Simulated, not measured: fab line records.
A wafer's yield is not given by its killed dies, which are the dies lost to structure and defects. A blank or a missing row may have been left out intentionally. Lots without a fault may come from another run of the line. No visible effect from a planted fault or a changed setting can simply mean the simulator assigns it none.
Matching of chambers || flow nandHarc || NHARC_A_CONTACT_ETCH_102 on rieDiel-12: 4 sister chambers
The step etches the open film in CF4/O2, target depth 100 nm, overetch 10 nm, time 55 s. 39 wafers are shown with their chamber, then 12 later ones without.

== WAFERS PAIRED WITH THEIR CHAMBERS ==
{"wafer": "L074.1", "chamber": 3, "drypumpMotorCurrentA (A)": 6.3, "showerheadPlenumPTorr (Torr)": 1.40, "oesProductAu (a.u.)": 1.013}
{"wafer": "L074.5", "chamber": 1, "drypumpMotorCurrentA (A)": 5.9, "showerheadPlenumPTorr (Torr)": 1.41, "oesProductAu (a.u.)": 0.999}
{"wafer": "L074.6", "chamber": 3, "drypumpMotorCurrentA (A)": 6.3, "showerheadPlenumPTorr (Torr)": 1.40, "oesProductAu (a.u.)": 1.008}
{"wafer": "L075.1", "chamber": 0, "drypumpMotorCurrentA (A)": 5.3, "showerheadPlenumPTorr (Torr)": 1.39, "oesProductAu (a.u.)": 1.001}
{"wafer": "L075.2", "chamber": 3, "drypumpMotorCurrentA (A)": 6.3, "showerheadPlenumPTorr (Torr)": 1.40, "oesProductAu (a.u.)": 1.006}
{"wafer": "L075.6", "chamber": 2, "drypumpMotorCurrentA (A)": 5.0, "showerheadPlenumPTorr (Torr)": 1.25, "oesProductAu (a.u.)": 1.012}
{"wafer": "L076.2", "chamber": 1, "drypumpMotorCurrentA (A)": 5.9, "showerheadPlenumPTorr (Torr)": 1.41, "oesProductAu (a.u.)": 0.990}
{"wafer": "L076.4", "chamber": 2, "drypumpMotorCurrentA (A)": 5.1, "showerheadPlenumPTorr (Torr)": 1.25, "oesProductAu (a.u.)": 1.015}
{"wafer": "L076.5", "chamber": 0, "drypumpMotorCurrentA (A)": 5.3, "showerheadPlenumPTorr (Torr)": 1.39, "oesProductAu (a.u.)": 1.002}
{"wafer": "L078.3", "chamber": 1, "drypumpMotorCurrentA (A)": 5.9, "showerheadPlenumPTorr (Torr)": 1.40, "oesProductAu (a.u.)": 0.987}
{"wafer": "L078.4", "chamber": 3, "drypumpMotorCurrentA (A)": 6.3, "showerheadPlenumPTorr (Torr)": 1.39, "oesProductAu (a.u.)": 1.020}
{"wafer": "L078.6", "chamber": 0, "drypumpMotorCurrentA (A)": 5.3, "showerheadPlenumPTorr (Torr)": 1.39, "oesProductAu (a.u.)": 0.990}
{"wafer": "L080.3", "chamber": 2, "drypumpMotorCurrentA (A)": 5.1, "showerheadPlenumPTorr (Torr)": 1.25, "oesProductAu (a.u.)": 0.996}
{"wafer": "L080.4", "chamber": 1, "drypumpMotorCurrentA (A)": 5.9, "showerheadPlenumPTorr (Torr)": 1.40, "oesProductAu (a.u.)": 0.990}
{"wafer": "L080.5", "chamber": 2, "drypumpMotorCurrentA (A)": 5.1, "showerheadPlenumPTorr (Torr)": 1.25, "oesProductAu (a.u.)": 0.991}
{"wafer": "L081.1", "chamber": 0, "drypumpMotorCurrentA (A)": 5.3, "showerheadPlenumPTorr (Torr)": 1.38, "oesProductAu (a.u.)": 0.998}
{"wafer": "L081.2", "chamber": 3, "drypumpMotorCurrentA (A)": 6.3, "showerheadPlenumPTorr (Torr)": 1.39, "oesProductAu (a.u.)": 1.008}
{"wafer": "L081.6", "chamber": 2, "drypumpMotorCurrentA (A)": 5.1, "showerheadPlenumPTorr (Torr)": 1.25, "oesProductAu (a.u.)": 1.013}
{"wafer": "L082.1", "chamber": 0, "drypumpMotorCurrentA (A)": 5.3, "showerheadPlenumPTorr (Torr)": 1.38, "oesProductAu (a.u.)": 0.986}
{"wafer": "L082.2", "chamber": 2, "drypumpMotorCurrentA (A)": 5.1, "showerheadPlenumPTorr (Torr)": 1.25, "oesProductAu (a.u.)": 1.011}
{"wafer": "L082.6", "chamber": 1, "drypumpMotorCurrentA (A)": 5.9, "showerheadPlenumPTorr (Torr)": 1.40, "oesProductAu (a.u.)": 0.986}
{"wafer": "L084.2", "chamber": 2, "drypumpMotorCurrentA (A)": 5.1, "showerheadPlenumPTorr (Torr)": 1.25, "oesProductAu (a.u.)": 1.015}
{"wafer": "L084.3", "chamber": 0, "drypumpMotorCurrentA (A)": 5.3, "showerheadPlenumPTorr (Torr)": 1.38, "oesProductAu (a.u.)": 1.000}
{"wafer": "L084.5", "chamber": 3, "drypumpMotorCurrentA (A)": 6.3, "showerheadPlenumPTorr (Torr)": 1.39, "oesProductAu (a.u.)": 1.008}
{"wafer": "L085.2", "chamber": 0, "drypumpMotorCurrentA (A)": 5.3, "showerheadPlenumPTorr (Torr)": 1.38, "oesProductAu (a.u.)": 0.989}
{"wafer": "L085.5", "chamber": 0, "drypumpMotorCurrentA (A)": 5.3, "showerheadPlenumPTorr (Torr)": 1.38, "oesProductAu (a.u.)": 0.992}
{"wafer": "L085.6", "chamber": 1, "drypumpMotorCurrentA (A)": 5.9, "showerheadPlenumPTorr (Torr)": 1.40, "oesProductAu (a.u.)": 0.983}
{"wafer": "L087.1", "chamber": 1, "drypumpMotorCurrentA (A)": 5.9, "showerheadPlenumPTorr (Torr)": 1.40, "oesProductAu (a.u.)": 0.980}
{"wafer": "L087.2", "chamber": 2, "drypumpMotorCurrentA (A)": 5.1, "showerheadPlenumPTorr (Torr)": 1.25, "oesProductAu (a.u.)": 1.001}
{"wafer": "L087.5", "chamber": 2, "drypumpMotorCurrentA (A)": 5.1, "showerheadPlenumPTorr (Torr)": 1.25, "oesProductAu (a.u.)": 0.999}
{"wafer": "L089.2", "chamber": 1, "drypumpMotorCurrentA (A)": 5.9, "showerheadPlenumPTorr (Torr)": 1.40, "oesProductAu (a.u.)": 0.983}
{"wafer": "L089.4", "chamber": 2, "drypumpMotorCurrentA (A)": 5.1, "showerheadPlenumPTorr (Torr)": 1.25, "oesProductAu (a.u.)": 1.006}
{"wafer": "L089.6", "chamber": 0, "drypumpMotorCurrentA (A)": 5.3, "showerheadPlenumPTorr (Torr)": 1.38, "oesProductAu (a.u.)": 1.000}
{"wafer": "L091.1", "chamber": 3, "drypumpMotorCurrentA (A)": 6.3, "showerheadPlenumPTorr (Torr)": 1.39, "oesProductAu (a.u.)": 1.013}
{"wafer": "L091.2", "chamber": 0, "drypumpMotorCurrentA (A)": 5.3, "showerheadPlenumPTorr (Torr)": 1.38, "oesProductAu (a.u.)": 0.995}
{"wafer": "L091.5", "chamber": 2, "drypumpMotorCurrentA (A)": 5.0, "showerheadPlenumPTorr (Torr)": 1.25, "oesProductAu (a.u.)": 1.002}
{"wafer": "L090.1", "chamber": 3, "drypumpMotorCurrentA (A)": 6.3, "showerheadPlenumPTorr (Torr)": 1.39, "oesProductAu (a.u.)": 1.013}
{"wafer": "L090.3", "chamber": 0, "drypumpMotorCurrentA (A)": 5.3, "showerheadPlenumPTorr (Torr)": 1.38, "oesProductAu (a.u.)": 1.007}
{"wafer": "L090.6", "chamber": 3, "drypumpMotorCurrentA (A)": 6.3, "showerheadPlenumPTorr (Torr)": 1.39, "oesProductAu (a.u.)": 1.012}

SIGNATURES (means of the wafers above)
{"reading": "drypumpMotorCurrentA", "chamber 0": 5.300, "chamber 1": 5.900, "chamber 2": 5.082, "chamber 3": 6.300, "scatter within a chamber": 0.0216}
{"reading": "showerheadPlenumPTorr", "chamber 0": 1.3827, "chamber 1": 1.4025, "chamber 2": 1.2500, "chamber 3": 1.3933, "scatter within a chamber": 0.00403}
{"reading": "oesProductAu", "chamber 0": 0.99636, "chamber 1": 0.98725, "chamber 2": 1.00555, "chamber 3": 1.01122, "scatter within a chamber": 0.00653}
Rule: a wafer lies at a distance from a chamber equal to the root of the sum of squares, over the readings, of (its reading less the chamber's mean, divided by the reading's scatter). The wafer belongs to the nearest chamber; if the next one is less than 2 further off, it can't be placed. The scatter: take each reading less its chamber's mean, square it, sum over the shown wafers, divide by the number of wafers less the number of chambers, and take the root.

== WAFERS WITHOUT THEIR CHAMBER ==
{"wafer": "L093.1", "drypumpMotorCurrentA (A)": 6.3, "showerheadPlenumPTorr (Torr)": 1.39, "oesProductAu (a.u.)": 1.014}
{"wafer": "L093.3", "drypumpMotorCurrentA (A)": 5.0, "showerheadPlenumPTorr (Torr)": 1.24, "oesProductAu (a.u.)": 1.023}
{"wafer": "L093.6", "drypumpMotorCurrentA (A)": 5.3, "showerheadPlenumPTorr (Torr)": 1.38, "oesProductAu (a.u.)": 1.012}
{"wafer": "L095.1", "drypumpMotorCurrentA (A)": 5.3, "showerheadPlenumPTorr (Torr)": 1.38, "oesProductAu (a.u.)": 0.990}
{"wafer": "L095.3", "drypumpMotorCurrentA (A)": 5.9, "showerheadPlenumPTorr (Torr)": 1.40, "oesProductAu (a.u.)": 0.988}
{"wafer": "L095.6", "drypumpMotorCurrentA (A)": 6.3, "showerheadPlenumPTorr (Torr)": 1.39, "oesProductAu (a.u.)": 1.008}
{"wafer": "L096.2", "drypumpMotorCurrentA (A)": 6.3, "showerheadPlenumPTorr (Torr)": 1.39, "oesProductAu (a.u.)": 1.001}
{"wafer": "L096.4", "drypumpMotorCurrentA (A)": 5.3, "showerheadPlenumPTorr (Torr)": 1.38, "oesProductAu (a.u.)": 0.988}
{"wafer": "L096.6", "drypumpMotorCurrentA (A)": 5.3, "showerheadPlenumPTorr (Torr)": 1.38, "oesProductAu (a.u.)": 1.006}
{"wafer": "L097.1", "drypumpMotorCurrentA (A)": 5.1, "showerheadPlenumPTorr (Torr)": 1.24, "oesProductAu (a.u.)": 1.005}
{"wafer": "L097.3", "drypumpMotorCurrentA (A)": 5.9, "showerheadPlenumPTorr (Torr)": 1.40, "oesProductAu (a.u.)": 0.986}
{"wafer": "L097.5", "drypumpMotorCurrentA (A)": 5.0, "showerheadPlenumPTorr (Torr)": 1.24, "oesProductAu (a.u.)": 1.008}

== WHICH CHAMBER EACH WENT THROUGH ==
{"wafer": "L093.1", "from the rows above": 3, "in truth": 3}
{"wafer": "L093.3", "from the rows above": 2, "in truth": 2}
{"wafer": "L093.6", "from the rows above": 0, "in truth": 0}
{"wafer": "L095.1", "from the rows above": 0, "in truth": 0}
{"wafer": "L095.3", "from the rows above": 1, "in truth": 1}
{"wafer": "L095.6", "from the rows above": 3, "in truth": 3}
{"wafer": "L096.2", "from the rows above": 3, "in truth": 3}
{"wafer": "L096.4", "from the rows above": 0, "in truth": 0}
{"wafer": "L096.6", "from the rows above": 0, "in truth": 0}
{"wafer": "L097.1", "from the rows above": 2, "in truth": 2}
{"wafer": "L097.3", "from the rows above": 1, "in truth": 1}
{"wafer": "L097.5", "from the rows above": 2, "in truth": 2}
12 of 12 placed correctly. From these rows, 0 cannot be placed. Wrongly placed: 0.
